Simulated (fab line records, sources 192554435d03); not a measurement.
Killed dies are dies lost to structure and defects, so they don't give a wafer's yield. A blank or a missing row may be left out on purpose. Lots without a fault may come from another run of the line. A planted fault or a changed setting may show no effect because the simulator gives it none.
Chamber matching | flow n5_finfet | N5_BEOL_M3_ETCH_70 on rie_diel-06: 4 sister chambers
The step etches SOC in N2/H2, target depth 80 nm, overetch 16 nm, time 120 s. 4 wafers are shown with their chamber, then 9 later ones without.

WAFERS WITH THEIR CHAMBER
wafer  | chamber | drypump_motor_current_A (A)
L084.5 | 3       | 5.4
L088.3 | 2       | 5.2
L088.5 | 1       | 5.5
L088.6 | 0       | 6.3

WAFERS WITHOUT THEIR CHAMBER
wafer  | drypump_motor_current_A (A)
L089.2 | 5.5
L089.4 | 6.3
L089.6 | 6.2
L087.2 | 6.3
L087.3 | 5.4
L087.5 | 6.2
L092.1 | 5.4
L092.4 | 5.5
L092.6 | 6.2

WHICH CHAMBER EACH WENT THROUGH
wafer  | from the rows above     | in truth
L089.2 | can't be placed: 1 or 3 | 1
L089.4 | 0                       | 0
L089.6 | 0                       | 0
L087.2 | 0                       | 0
L087.3 | can't be placed: 3 or 1 | 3
L087.5 | 0                       | 0
L092.1 | can't be placed: 3 or 1 | 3
L092.4 | can't be placed: 1 or 3 | 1
L092.6 | 0                       | 0
Placed correctly: 5 of 9. Can't be placed from these rows: 4 (the true chamber is among the candidates in 4). Placed wrongly: 0.
How it was worked out, from the rows above alone: a wafer's distance from a chamber is the root of the sum, over the readings, of the square of ((its reading less the chamber's mean) divided by the reading's scatter). The wafer belongs to the nearest chamber; if the next one is less than 2 further off, it can't be placed. A chamber's mean is the mean of its shown wafers. The scatter: with one shown wafer a chamber, the root of the mean of the squares of how far each hidden wafer lies from its nearest shown one.
